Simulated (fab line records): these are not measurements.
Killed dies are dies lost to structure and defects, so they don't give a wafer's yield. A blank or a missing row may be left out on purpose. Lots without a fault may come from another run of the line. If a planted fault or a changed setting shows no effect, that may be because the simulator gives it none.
fab line records :: flow nand_harc
record
  lots=5
  wafers=15
  last_day=33
route steps=1302 shown A_M1@1190 A_BONDPAD@1202 END@1302
lots that met no fault: taken from a fault-free run of the same line
start_h: hours from the record's opening day to when the first of the lot's shown wafers began :: wait_h: hours from the lot's prior step to this one :: " same as the row above :: L1.1+2: a single row standing in for several wafers :: - no value present, or no start provided :: * or withheld: withheld :: < > ~ a bound
route shown NAME@n: NAME is a module with steps in the file, n the number in the route of the first one :: usual: average and standard deviation across the fault-free wafers :: same: alike in all rows :: chamber/n: place in a boat :: sites: readings site by site :: _std_site: the standard deviation of these :: _edge_site: the outer-site mean with the inner-site mean subtracted :: radius_mm: for every site, how far away it sits from the centre of the wafer :: mask NAME#n: copy n :: behind: the tool/chamber that last shaped the wafer :: hold: why the lot was held/for how many hours/how that ended :: device: whichever transistor did not switch (one of n, p or np) :: end of line: the tests these same wafers got at the end of their route :: a step given without rows: its recipe and nothing more :: killed: the dies lost at the first sort to structure and to defects; this is not the yield of the wafer :: map: per-die view of a wafer (x killed, . not killed, _ where there is no die)
set.NAME: setting as actually run; set.NAME@STEP: the setting as run at that earlier step :: model.NAME: the simulator's own value behind a step, which no gauge read
lots seen at some steps along the route; tables by step, rows by wafer
services: a tool's chamber out of use, with start hour (start_h, from the record's first day; less than 0 if before it), hours out, and reason
## steps
# step NHARC_A_M1_PRE_CLEAN_30
# recipe
  time_s=30
  temp_c=280
  gas=H2/He
# usual
  heater_power_w=395/18
  susceptor_temp_C=280.03/0.2
lot.wafer: L932.2
tool: pvd_sputter-02
chamber: -
start_h: -
wait_h: -
heater_power_w: 401
susceptor_temp_C: 280.05

lot.wafer: L932.5
tool: pvd_sputter-02
chamber: -
start_h: -
wait_h: -
heater_power_w: 417
susceptor_temp_C: 279.94

lot.wafer: L932.6
tool: pvd_sputter-02
chamber: -
start_h: -
wait_h: -
heater_power_w: 403
susceptor_temp_C: 279.76

lot.wafer: L937.2
tool: pvd_sputter-03
chamber: -
start_h: -
wait_h: -
heater_power_w: 418
susceptor_temp_C: 280.19

lot.wafer: L937.3
tool: pvd_sputter-03
chamber: -
start_h: -
wait_h: -
heater_power_w: 401
susceptor_temp_C: 279.65

lot.wafer: L937.5
tool: pvd_sputter-03
chamber: -
start_h: -
wait_h: -
heater_power_w: 402
susceptor_temp_C: 280.77

lot.wafer: L946.2
tool: pvd_sputter-01
chamber: -
start_h: -
wait_h: -
heater_power_w: 450
susceptor_temp_C: 279.83

lot.wafer: L946.6
tool: pvd_sputter-01
chamber: -
start_h: -
wait_h: -
heater_power_w: 353
susceptor_temp_C: 280.32

lot.wafer: L946.5
tool: pvd_sputter-01
chamber: -
start_h: -
wait_h: -
heater_power_w: 332
susceptor_temp_C: 280.09

lot.wafer: L953.3
tool: pvd_sputter-03
chamber: -
start_h: -
wait_h: -
heater_power_w: 377
susceptor_temp_C: 280.23

lot.wafer: L953.1
tool: pvd_sputter-03
chamber: -
start_h: -
wait_h: -
heater_power_w: 423
susceptor_temp_C: 280.14

lot.wafer: L953.5
tool: pvd_sputter-03
chamber: -
start_h: -
wait_h: -
heater_power_w: 376
susceptor_temp_C: 280.10

lot.wafer: L954.4
tool: pvd_sputter-02
chamber: -
start_h: -
wait_h: -
heater_power_w: 416
susceptor_temp_C: -

lot.wafer: L954.2
tool: pvd_sputter-02
chamber: -
start_h: -
wait_h: -
heater_power_w: 421
susceptor_temp_C: -

lot.wafer: L954.5
tool: pvd_sputter-02
chamber: -
start_h: -
wait_h: -
heater_power_w: 402
susceptor_temp_C: -
# step NHARC_A_M1_PVD_20
# recipe
  target_thk_a=50
  bias_v=168.6
  power_w=15000
  chamber_pressure_pa=0.12
  time_s=8.06
  substrate_temp_c=50
  material=TaN
# usual
  throttle_valve_pct=29.6/0.9
lot.wafer: L932.2
tool: pvd_sputter-02
chamber: -
start_h: -
wait_h: -
throttle_valve_pct: 28.4

lot.wafer: L932.6
tool: pvd_sputter-02
chamber: -
start_h: -
wait_h: -
throttle_valve_pct: 29.1

lot.wafer: L932.5
tool: pvd_sputter-02
chamber: -
start_h: -
wait_h: -
throttle_valve_pct: 30.9

lot.wafer: L937.3
tool: pvd_sputter-03
chamber: -
start_h: -
wait_h: -
throttle_valve_pct: 29.2

lot.wafer: L937.2
tool: pvd_sputter-03
chamber: -
start_h: -
wait_h: -
throttle_valve_pct: 29.5

lot.wafer: L937.5
tool: pvd_sputter-03
chamber: -
start_h: -
wait_h: -
throttle_valve_pct: 29.0

lot.wafer: L946.2
tool: pvd_sputter-01
chamber: -
start_h: -
wait_h: -
throttle_valve_pct: 28.8

lot.wafer: L946.5
tool: pvd_sputter-01
chamber: -
start_h: -
wait_h: -
throttle_valve_pct: 31.7

lot.wafer: L946.6
tool: pvd_sputter-01
chamber: -
start_h: -
wait_h: -
throttle_valve_pct: 28.9

lot.wafer: L953.1
tool: pvd_sputter-03
chamber: -
start_h: -
wait_h: -
throttle_valve_pct: 29.7

lot.wafer: L953.3
tool: pvd_sputter-03
chamber: -
start_h: -
wait_h: -
throttle_valve_pct: 30.0

lot.wafer: L953.5
tool: pvd_sputter-03
chamber: -
start_h: -
wait_h: -
throttle_valve_pct: 30.0

lot.wafer: L954.2
tool: pvd_sputter-02
chamber: -
start_h: -
wait_h: -
throttle_valve_pct: 29.3

lot.wafer: L954.4
tool: pvd_sputter-02
chamber: -
start_h: -
wait_h: -
throttle_valve_pct: 29.9

lot.wafer: L954.5
tool: pvd_sputter-02
chamber: -
start_h: -
wait_h: -
throttle_valve_pct: 28.4
# step NHARC_A_M1_PVD_21
# recipe
  target_thk_a=300
  chamber_pressure_pa=5
  power_w=5000
  substrate_temp_c=30
  time_s=20.49
  material=Cu
# step NHARC_A_M1_ECD_22
# recipe
  target_thk_a=4000
  bath_temp_c=25
  material=Cu
# step NHARC_A_M1_ANNEAL_31
# recipe
  temp_c=225
  time_s=90
# step NHARC_A_M1_CMP_23
# recipe
  t_overpolish_s=20
  target_thk_nm=154.34
# usual
  motor_current_A=11.4/1.2
  time_to_endpoint_s=28.7/2.2
lot.wafer: L932.2
tool: cmp-01
chamber: 2
start_h: 518.42
wait_h: -
motor_current_A: 11.5
time_to_endpoint_s: 29.4

lot.wafer: L932.5
tool: cmp-01
chamber: 2
start_h: 518.42
wait_h: -
motor_current_A: 10.7
time_to_endpoint_s: 29.2

lot.wafer: L932.6
tool: cmp-01
chamber: 3
start_h: 518.42
wait_h: -
motor_current_A: 9.8
time_to_endpoint_s: 26.4

lot.wafer: L937.2
tool: cmp-02
chamber: 3
start_h: 585.64
wait_h: -
motor_current_A: 14.1
time_to_endpoint_s: 30.4

lot.wafer: L937.3
tool: cmp-02
chamber: 0
start_h: 585.64
wait_h: -
motor_current_A: 10.7
time_to_endpoint_s: 28.2

lot.wafer: L937.5
tool: cmp-02
chamber: 3
start_h: 585.64
wait_h: -
motor_current_A: 13.5
time_to_endpoint_s: 32.4

lot.wafer: L946.2
tool: cmp-01
chamber: 1
start_h: 679.63
wait_h: -
motor_current_A: 10.5
time_to_endpoint_s: 31.9

lot.wafer: L946.5
tool: cmp-01
chamber: 1
start_h: 679.63
wait_h: -
motor_current_A: 10.1
time_to_endpoint_s: 30.4

lot.wafer: L946.6
tool: cmp-01
chamber: 2
start_h: 679.63
wait_h: -
motor_current_A: 11.3
time_to_endpoint_s: 28.6

lot.wafer: L953.3
tool: cmp-04
chamber: 0
start_h: 743.63
wait_h: -
motor_current_A: 13.4
time_to_endpoint_s: 27.4

lot.wafer: L953.1
tool: cmp-04
chamber: 3
start_h: 743.63
wait_h: -
motor_current_A: 10.4
time_to_endpoint_s: 25.5

lot.wafer: L953.5
tool: cmp-04
chamber: 1
start_h: 743.63
wait_h: -
motor_current_A: 11.5
time_to_endpoint_s: 25.2

lot.wafer: L954.4
tool: cmp-04
chamber: 3
start_h: 763.99
wait_h: -
motor_current_A: 10.8
time_to_endpoint_s: 26.8

lot.wafer: L954.2
tool: cmp-04
chamber: 1
start_h: 763.99
wait_h: -
motor_current_A: 11.1
time_to_endpoint_s: 27.1

lot.wafer: L954.5
tool: cmp-04
chamber: 0
start_h: 763.99
wait_h: -
motor_current_A: 12.7
time_to_endpoint_s: 26.5
# step NHARC_A_M1_THK_MEAS_24
# recipe
  thk_meas_gauge=xrf
# usual
  thk_nm=154.2/1.5
lot.wafer: L932.2
tool: film_metro-02
chamber: -
start_h: 518.73
wait_h: -
thk_nm: 154.3

lot.wafer: L932.5
tool: film_metro-02
chamber: -
start_h: 518.73
wait_h: -
thk_nm: 153.6

lot.wafer: L932.6
tool: film_metro-02
chamber: -
start_h: 518.73
wait_h: -
thk_nm: 155.2

lot.wafer: L937.2
tool: film_metro-01
chamber: -
start_h: 585.93
wait_h: -
thk_nm: 152.8

lot.wafer: L937.3
tool: film_metro-01
chamber: -
start_h: 585.93
wait_h: -
thk_nm: 152.9

lot.wafer: L937.5
tool: film_metro-01
chamber: -
start_h: 585.93
wait_h: -
thk_nm: 153.1

lot.wafer: L946.2
tool: film_metro-02
chamber: -
start_h: 679.95
wait_h: -
thk_nm: 156.8

lot.wafer: L946.5
tool: film_metro-02
chamber: -
start_h: 679.95
wait_h: -
thk_nm: 157.3

lot.wafer: L946.6
tool: film_metro-02
chamber: -
start_h: 679.95
wait_h: -
thk_nm: 156.1

lot.wafer: L953.1
tool: film_metro-02
chamber: -
start_h: 743.95
wait_h: -
thk_nm: 153.3

lot.wafer: L953.3
tool: film_metro-02
chamber: -
start_h: 743.95
wait_h: -
thk_nm: 150.9

lot.wafer: L953.5
tool: film_metro-02
chamber: -
start_h: 743.95
wait_h: -
thk_nm: 152.6

lot.wafer: L954.2
tool: film_metro-01
chamber: -
start_h: 764.30
wait_h: -
thk_nm: 153.1

lot.wafer: L954.4
tool: film_metro-01
chamber: -
start_h: 764.30
wait_h: -
thk_nm: 154.8

lot.wafer: L954.5
tool: film_metro-01
chamber: -
start_h: 764.30
wait_h: -
thk_nm: 153.7
# step NHARC_A_M1_SRD_25
# step NHARC_A_M1_INSPECT_27
# usual
  raw_defect_count=529/99
lot.wafer: L932.2
tool: defect_inspect-02
chamber: -
start_h: 518.89
wait_h: 0.0
raw_defect_count: 475

lot.wafer: L932.5
tool: defect_inspect-02
chamber: -
start_h: 518.89
wait_h: 0.0
raw_defect_count: 653

lot.wafer: L932.6
tool: defect_inspect-02
chamber: -
start_h: 518.89
wait_h: 0.0
raw_defect_count: 598

lot.wafer: L937.2
tool: defect_inspect-01
chamber: -
start_h: 586.09
wait_h: 0.0
raw_defect_count: 406

lot.wafer: L937.3
tool: defect_inspect-01
chamber: -
start_h: 586.09
wait_h: 0.0
raw_defect_count: 451

lot.wafer: L937.5
tool: defect_inspect-01
chamber: -
start_h: 586.09
wait_h: 0.0
raw_defect_count: 490

lot.wafer: L946.2
tool: defect_inspect-01
chamber: -
start_h: 680.10
wait_h: 0.0
raw_defect_count: 435

lot.wafer: L946.5
tool: defect_inspect-01
chamber: -
start_h: 680.10
wait_h: 0.0
raw_defect_count: 537

lot.wafer: L946.6
tool: defect_inspect-01
chamber: -
start_h: 680.10
wait_h: 0.0
raw_defect_count: 395

lot.wafer: L953.1
tool: defect_inspect-02
chamber: -
start_h: 744.11
wait_h: 0.0
raw_defect_count: 401

lot.wafer: L953.3
tool: defect_inspect-02
chamber: -
start_h: 744.11
wait_h: 0.0
raw_defect_count: 412

lot.wafer: L953.5
tool: defect_inspect-02
chamber: -
start_h: 744.11
wait_h: 0.0
raw_defect_count: 661

lot.wafer: L954.2
tool: defect_inspect-01
chamber: -
start_h: 764.46
wait_h: 0.0
raw_defect_count: 634

lot.wafer: L954.4
tool: defect_inspect-01
chamber: -
start_h: 764.46
wait_h: 0.0
raw_defect_count: 402

lot.wafer: L954.5
tool: defect_inspect-01
chamber: -
start_h: 764.46
wait_h: 0.0
raw_defect_count: 523
# step NHARC_A_M1_PRE_CLEAN_32
# recipe
  time_s=12
  temp_c=370
  rf_power_w=300
  gas=NH3
# usual
  heater_power_w=625/85
  susceptor_temp_C=370.01/0.21
lot.wafer: L932.2
tool: pecvd-04
chamber: 1
start_h: 518.96
wait_h: 0.1
heater_power_w: 509
susceptor_temp_C: 370.14

lot.wafer: L932.5
tool: pecvd-04
chamber: 2
start_h: 518.96
wait_h: 0.1
heater_power_w: 641
susceptor_temp_C: 370.57

lot.wafer: L932.6
tool: pecvd-04
chamber: 0
start_h: 518.96
wait_h: 0.1
heater_power_w: 704
susceptor_temp_C: 370.09

lot.wafer: L937.2
tool: pecvd-04
chamber: 0
start_h: 586.15
wait_h: 0.1
heater_power_w: 722
susceptor_temp_C: 369.68

lot.wafer: L937.3
tool: pecvd-04
chamber: 1
start_h: 586.15
wait_h: 0.1
heater_power_w: 536
susceptor_temp_C: 370.03

lot.wafer: L937.5
tool: pecvd-04
chamber: 0
start_h: 586.15
wait_h: 0.1
heater_power_w: 726
susceptor_temp_C: 369.78

lot.wafer: L946.2
tool: pecvd-03
chamber: 1
start_h: 680.17
wait_h: 0.1
heater_power_w: 590
susceptor_temp_C: 369.68

lot.wafer: L946.5
tool: pecvd-03
chamber: 2
start_h: 680.17
wait_h: 0.1
heater_power_w: 663
susceptor_temp_C: 370.08

lot.wafer: L946.6
tool: pecvd-03
chamber: 0
start_h: 680.17
wait_h: 0.1
heater_power_w: 722
susceptor_temp_C: 369.79

lot.wafer: L953.3
tool: pecvd-04
chamber: 1
start_h: 744.19
wait_h: 0.1
heater_power_w: 498
susceptor_temp_C: 369.76

lot.wafer: L953.1
tool: pecvd-04
chamber: 2
start_h: 744.19
wait_h: 0.1
heater_power_w: 626
susceptor_temp_C: 370.02

lot.wafer: L953.5
tool: pecvd-04
chamber: 2
start_h: 744.19
wait_h: 0.1
heater_power_w: 609
susceptor_temp_C: 370.01

lot.wafer: L954.2
tool: pecvd-04
chamber: 2
start_h: 764.54
wait_h: 0.1
heater_power_w: 620
susceptor_temp_C: 370.17

lot.wafer: L954.4
tool: pecvd-04
chamber: 1
start_h: 764.54
wait_h: 0.1
heater_power_w: 502
susceptor_temp_C: 369.92

lot.wafer: L954.5
tool: pecvd-04
chamber: 0
start_h: 764.54
wait_h: 0.1
heater_power_w: 673
susceptor_temp_C: 369.82
# step NHARC_A_M1_DEP_33
# recipe
  target_thk_a=300
  temp_c=370
  target_thk_nm=30
  pressure_torr=3
  flow_sccm=200
  rf_w=450
  material=SiCN
# step NHARC_A_BONDPAD_DEP_00
# recipe
  target_thk_a=2500
  temp_c=370
  target_thk_nm=250
  pressure_torr=3
  flow_sccm=200
  rf_w=450
  material=SiCN
# usual
  heater_power_w=580/79
  rf_fwd_power_W=449.0/1.3
  showerhead_vpp_V=1314/83
  susceptor_temp_C=369.98/0.2
lot.wafer: L932.2
tool: pecvd-02
chamber: 1
start_h: 519.68
wait_h: -
heater_power_w: 598
rf_fwd_power_W: 449.9
showerhead_vpp_V: 1305
susceptor_temp_C: 370.19

lot.wafer: L932.6
tool: pecvd-02
chamber: 0
start_h: 519.68
wait_h: -
heater_power_w: 586
rf_fwd_power_W: 448.9
showerhead_vpp_V: 1227
susceptor_temp_C: 370.05

lot.wafer: L932.5
tool: pecvd-02
chamber: 1
start_h: 519.68
wait_h: -
heater_power_w: 606
rf_fwd_power_W: 448.9
showerhead_vpp_V: 1324
susceptor_temp_C: 369.85

lot.wafer: L937.3
tool: pecvd-03
chamber: 0
start_h: 586.83
wait_h: -
heater_power_w: 615
rf_fwd_power_W: 449.8
showerhead_vpp_V: 1259
susceptor_temp_C: 370.28

lot.wafer: L937.2
tool: pecvd-03
chamber: 1
start_h: 586.83
wait_h: -
heater_power_w: 499
rf_fwd_power_W: 448.6
showerhead_vpp_V: 1281
susceptor_temp_C: 370.12

lot.wafer: L937.5
tool: pecvd-03
chamber: 1
start_h: 586.83
wait_h: -
heater_power_w: 528
rf_fwd_power_W: 448.1
showerhead_vpp_V: 1309
susceptor_temp_C: 369.87

lot.wafer: L946.2
tool: pecvd-02
chamber: 1
start_h: 681.03
wait_h: -
heater_power_w: 555
rf_fwd_power_W: 269.7
showerhead_vpp_V: 1018
susceptor_temp_C: 370.26

lot.wafer: L946.6
tool: pecvd-02
chamber: 0
start_h: 681.03
wait_h: -
heater_power_w: 631
rf_fwd_power_W: 448.6
showerhead_vpp_V: 1228
susceptor_temp_C: 370.05

lot.wafer: L946.5
tool: pecvd-02
chamber: 2
start_h: 681.03
wait_h: -
heater_power_w: 529
rf_fwd_power_W: 450.1
showerhead_vpp_V: 1325
susceptor_temp_C: 369.75

lot.wafer: L953.1
tool: pecvd-03
chamber: 0
start_h: 744.81
wait_h: -
heater_power_w: 718
rf_fwd_power_W: 449.7
showerhead_vpp_V: 1248
susceptor_temp_C: 369.65

lot.wafer: L953.3
tool: pecvd-03
chamber: 2
start_h: 744.81
wait_h: -
heater_power_w: 631
rf_fwd_power_W: 447.9
showerhead_vpp_V: 1240
susceptor_temp_C: 369.84

lot.wafer: L953.5
tool: pecvd-03
chamber: 0
start_h: 744.81
wait_h: -
heater_power_w: 713
rf_fwd_power_W: 450.6
showerhead_vpp_V: 1245
susceptor_temp_C: 369.77

lot.wafer: L954.2
tool: pecvd-02
chamber: 1
start_h: 765.25
wait_h: -
heater_power_w: 552
rf_fwd_power_W: 449.4
showerhead_vpp_V: 1325
susceptor_temp_C: 369.50

lot.wafer: L954.5
tool: pecvd-02
chamber: 0
start_h: 765.25
wait_h: -
heater_power_w: 576
rf_fwd_power_W: 447.8
showerhead_vpp_V: 1249
susceptor_temp_C: 370.15

lot.wafer: L954.4
tool: pecvd-02
chamber: 1
start_h: 765.25
wait_h: -
heater_power_w: 546
rf_fwd_power_W: 447.8
showerhead_vpp_V: 1328
susceptor_temp_C: 369.79
# step NHARC_A_BONDPAD_CMP_29
# recipe
  target_thk_nm=200
  material=SiCN
# usual
  motor_current_A=11.8/1.3
lot.wafer: L932.2
tool: cmp-02
chamber: 0
start_h: 520.04
wait_h: -
motor_current_A: 10.9

lot.wafer: L932.5
tool: cmp-02
chamber: 2
start_h: 520.04
wait_h: -
motor_current_A: 13.3

lot.wafer: L932.6
tool: cmp-02
chamber: 3
start_h: 520.04
wait_h: -
motor_current_A: 14.3

lot.wafer: L937.3
tool: cmp-02
chamber: 1
start_h: 587.19
wait_h: -
motor_current_A: 10.4

lot.wafer: L937.2
tool: cmp-02
chamber: 3
start_h: 587.19
wait_h: -
motor_current_A: 14.4

lot.wafer: L937.5
tool: cmp-02
chamber: 1
start_h: 587.19
wait_h: -
motor_current_A: 10.5

lot.wafer: L946.2
tool: cmp-03
chamber: 1
start_h: 681.42
wait_h: -
motor_current_A: 11.7

lot.wafer: L946.6
tool: cmp-03
chamber: 0
start_h: 681.42
wait_h: -
motor_current_A: 12.7

lot.wafer: L946.5
tool: cmp-03
chamber: 1
start_h: 681.42
wait_h: -
motor_current_A: 11.6

lot.wafer: L953.1
tool: cmp-03
chamber: 3
start_h: 745.22
wait_h: -
motor_current_A: 11.8

lot.wafer: L953.3
tool: cmp-03
chamber: 0
start_h: 745.22
wait_h: -
motor_current_A: 12.2

lot.wafer: L953.5
tool: cmp-03
chamber: 0
start_h: 745.22
wait_h: -
motor_current_A: 13.0

lot.wafer: L954.2
tool: cmp-02
chamber: 2
start_h: 765.57
wait_h: -
motor_current_A: 12.8

lot.wafer: L954.4
tool: cmp-02
chamber: 1
start_h: 765.57
wait_h: -
motor_current_A: 10.7

lot.wafer: L954.5
tool: cmp-02
chamber: 2
start_h: 765.57
wait_h: -
motor_current_A: 13.6
# step NHARC_END_SORT_01
# recipe
  temp_c=25
# usual
  defect_limited_yield=91.4/2.5
  killed_at_array=54/17
  killed_at_other=1.0/1.4
  killed_at_periphery=3.6/2.1
  killed_dies=58/17
  killed_open=3.2/2
  killed_short=2.5/1.5
# same
  gross_dies=677
lot.wafer: L937.2
tool: prober-01
chamber: 0
start_h: 618.78
wait_h: 2.8
defect_limited_yield[%]: 92.8
killed_at_array: 48
killed_at_other: 0
killed_at_periphery: 1
killed_dies: 49
killed_open: 2
killed_short: 4

lot.wafer: L937.3
tool: prober-01
chamber: 0
start_h: 619.58
wait_h: 3.1
defect_limited_yield[%]: 91.0
killed_at_array: 60
killed_at_other: 0
killed_at_periphery: 1
killed_dies: 61
killed_open: 2
killed_short: 2

lot.wafer: L937.5
tool: prober-01
chamber: 0
start_h: 621.18
wait_h: 3.7
defect_limited_yield[%]: 93.4
killed_at_array: 42
killed_at_other: 0
killed_at_periphery: 3
killed_dies: 45
killed_open: 2
killed_short: 1

lot.wafer: L946.2
tool: prober-02
chamber: 0
start_h: 711.74
wait_h: 2.8
defect_limited_yield[%]: 89.8
killed_at_array: 63
killed_at_other: 0
killed_at_periphery: 6
killed_dies: 69
killed_open: 7
killed_short: 1

lot.wafer: L946.5
tool: prober-02
chamber: 0
start_h: 714.11
wait_h: 3.7
defect_limited_yield[%]: 90.5
killed_at_array: 60
killed_at_other: 0
killed_at_periphery: 4
killed_dies: 64
killed_open: 2
killed_short: 3

lot.wafer: L946.6
tool: prober-02
chamber: 0
start_h: 714.90
wait_h: 4.0
defect_limited_yield[%]: 93.1
killed_at_array: 46
killed_at_other: 0
killed_at_periphery: 1
killed_dies: 47
killed_open: 1
killed_short: 2

lot.wafer: L954.2
tool: prober-01
chamber: 0
start_h: 799.80
wait_h: 2.8
defect_limited_yield[%]: 89.7
killed_at_array: 68
killed_at_other: 0
killed_at_periphery: 2
killed_dies: 70
killed_open: 4
killed_short: 2

lot.wafer: L954.4
tool: prober-01
chamber: 0
start_h: 801.38
wait_h: 3.4
defect_limited_yield[%]: 89.4
killed_at_array: 70
killed_at_other: 1
killed_at_periphery: 1
killed_dies: 72
killed_open: 2
killed_short: 2

lot.wafer: L954.5
tool: prober-01
chamber: 0
start_h: 802.16
wait_h: 3.7
defect_limited_yield[%]: 89.8
killed_at_array: 62
killed_at_other: 0
killed_at_periphery: 7
killed_dies: 69
killed_open: 8
killed_short: 4
# killed by level:class
L937.2 A_SLIT:chamber_film_flake=21 A_CHANNEL_HOLE_D2:chamber_film_flake=8 A_ZERO_WELL:chamber_film_flake=4 A_CHANNEL_HOLE_D1:chamber_film_flake=3 A_WL_FILL:chamber_film_flake=3 A_WL_FILL:geometric_particle:short=2 A_STAIRCASE:chamber_film_flake=2 A_DECK1_JOINT:geometric_particle:open=1
L937.3 A_SLIT:chamber_film_flake=33 A_CHANNEL_HOLE_D2:chamber_film_flake=9 A_CHANNEL_HOLE_D1:chamber_film_flake=5 A_ZERO_WELL:chamber_film_flake=2 A_CHANNEL_FILL_D2:chamber_film_flake=2 A_CONTACT:chamber_film_flake=2 A_ONON_D1:geometric_particle:open=1 A_ONON_D2:geometric_particle:open=1
L937.5 A_SLIT:chamber_film_flake=26 A_CHANNEL_HOLE_D2:chamber_film_flake=4 A_WL_FILL:chamber_film_flake=4 P_GATE:chamber_film_flake=2 A_ZERO_WELL:chamber_film_flake=2 A_CHANNEL_HOLE_D1:chamber_film_flake=2 P_M0:geometric_particle:open=1 A_SOURCE_PLATE:geometric_particle:open=1
L946.2 A_SLIT:chamber_film_flake=38 A_CHANNEL_HOLE_D1:chamber_film_flake=15 P_CONTACT:geometric_particle:open=2 P_M0:geometric_particle:open=2 A_BLC:chamber_film_flake=2 A_STAIRCASE:chamber_film_flake=2 A_CONTACT:chamber_film_flake=2 P_M1:geometric_particle:open=1
L946.5 A_SLIT:chamber_film_flake=40 A_CHANNEL_HOLE_D1:chamber_film_flake=4 A_STAIRCASE:chamber_film_flake=4 A_CONTACT:chamber_film_flake=4 A_M0:geometric_particle:open=2 P_STI:chamber_film_flake=2 P_GATE:chamber_film_flake=2 A_ONON_D1:geometric_particle:short=1
L946.6 A_SLIT:chamber_film_flake=32 A_CHANNEL_HOLE_D1:chamber_film_flake=7 A_CONTACT:chamber_film_flake=4 A_ONON_D2:geometric_particle:short=1 A_CHANNEL_HOLE_D1:geometric_particle:short=1 A_M1:geometric_particle:open=1 P_STI:chamber_film_flake=1
L954.2 A_SLIT:chamber_film_flake=32 A_CHANNEL_HOLE_D1:chamber_film_flake=19 A_STAIRCASE:chamber_film_flake=5 A_WL_FILL:chamber_film_flake=3 A_CONTACT:chamber_film_flake=3 P_STI:geometric_particle:open=1 P_M0:geometric_particle:open=1 A_SOURCE_PLATE:geometric_particle:open=1
L954.4 A_SLIT:chamber_film_flake=36 A_CHANNEL_HOLE_D1:chamber_film_flake=16 A_STAIRCASE:chamber_film_flake=6 A_CONTACT:chamber_film_flake=5 A_WL_FILL:chamber_film_flake=3 A_CHANNEL_HOLE_D1:geometric_particle:short=1 A_CHANNEL_FILL_D1:geometric_particle:open=1 A_DECK1_JOINT:geometric_particle:open=1
L954.5 A_SLIT:chamber_film_flake=35 A_CHANNEL_HOLE_D1:chamber_film_flake=12 P_M0:geometric_particle:open=3 A_CHANNEL_FILL_D1:chamber_film_flake=3 P_ZERO_WELL:chamber_film_flake=2 A_STAIRCASE:chamber_film_flake=2 P_CONTACT:geometric_particle:open=1 P_M2:geometric_particle:open=1
## services
tool: cmp-02
chamber: -
start_h: 508.85
hours: 0.4
kind: repair

tool: pvd_sputter-03
chamber: -
start_h: 526.00
hours: 10.0
kind: pm

tool: cmp-02
chamber: -
start_h: 526.50
hours: 4.0
kind: pm

tool: pecvd-02
chamber: 0
start_h: 546.20
hours: 4.9
kind: repair

tool: pecvd-03
chamber: -
start_h: 547.43
hours: 13.0
kind: pm

tool: cmp-02
chamber: -
start_h: 548.00
hours: 3.4
kind: repair

tool: pecvd-02
chamber: 1
start_h: 554.32
hours: 9.8
kind: repair

tool: pvd_sputter-03
chamber: -
start_h: 558.89
hours: 0.7
kind: repair

tool: pvd_sputter-02
chamber: -
start_h: 582.53
hours: 2.4
kind: repair

tool: cmp-02
chamber: -
start_h: 589.14
hours: 1.9
kind: repair

tool: pvd_sputter-03
chamber: -
start_h: 612.77
hours: 0.6
kind: repair

tool: cmp-02
chamber: -
start_h: 623.41
hours: 1.4
kind: repair

tool: cmp-02
chamber: -
start_h: 624.82
hours: 4.0
kind: pm

tool: pecvd-04
chamber: -
start_h: 631.09
hours: 13.0
kind: pm

tool: cmp-02
chamber: -
start_h: 658.51
hours: 2.1
kind: repair

tool: pvd_sputter-03
chamber: -
start_h: 660.43
hours: 8.5
kind: repair

tool: pvd_sputter-02
chamber: -
start_h: 666.29
hours: 10.0
kind: pm

tool: pvd_sputter-03
chamber: -
start_h: 704.00
hours: 10.0
kind: pm

tool: cmp-02
chamber: -
start_h: 705.25
hours: 0.3
kind: repair

tool: cmp-02
chamber: -
start_h: 710.77
hours: 1.0
kind: repair

tool: pecvd-04
chamber: 0
start_h: 720.97
hours: 1.9
kind: repair

tool: cmp-02
chamber: -
start_h: 722.82
hours: 4.0
kind: pm

tool: cmp-02
chamber: -
start_h: 739.88
hours: 1.8
kind: repair

tool: cmp-02
chamber: -
start_h: 745.94
hours: 1.5
kind: repair
## key
first_sign
  step=NHARC_A_BONDPAD_DEP_00
  reading=rf_fwd_power_W
  direction=down
  sigmas=99+
  usual=*
  struck=*
effect
  step=NHARC_A_BONDPAD_DEP_00
  reading=showerhead_vpp_V
  direction=down
  sigmas=3.5
  usual=1314
  struck=1018
met_at NHARC_A_BONDPAD_DEP_00
struck_wafers L946.2
onset_between 519.68 681.03
fault
  kind=process_parameter_drift
  tool=pecvd-02
  chamber=1
  onset_h=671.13
  steps=NHARC_A_BONDPAD_DEP_00
  channel=rf_w
  offset=*
  shape=step
  end_h=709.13
  acts_in=*
  stated=*
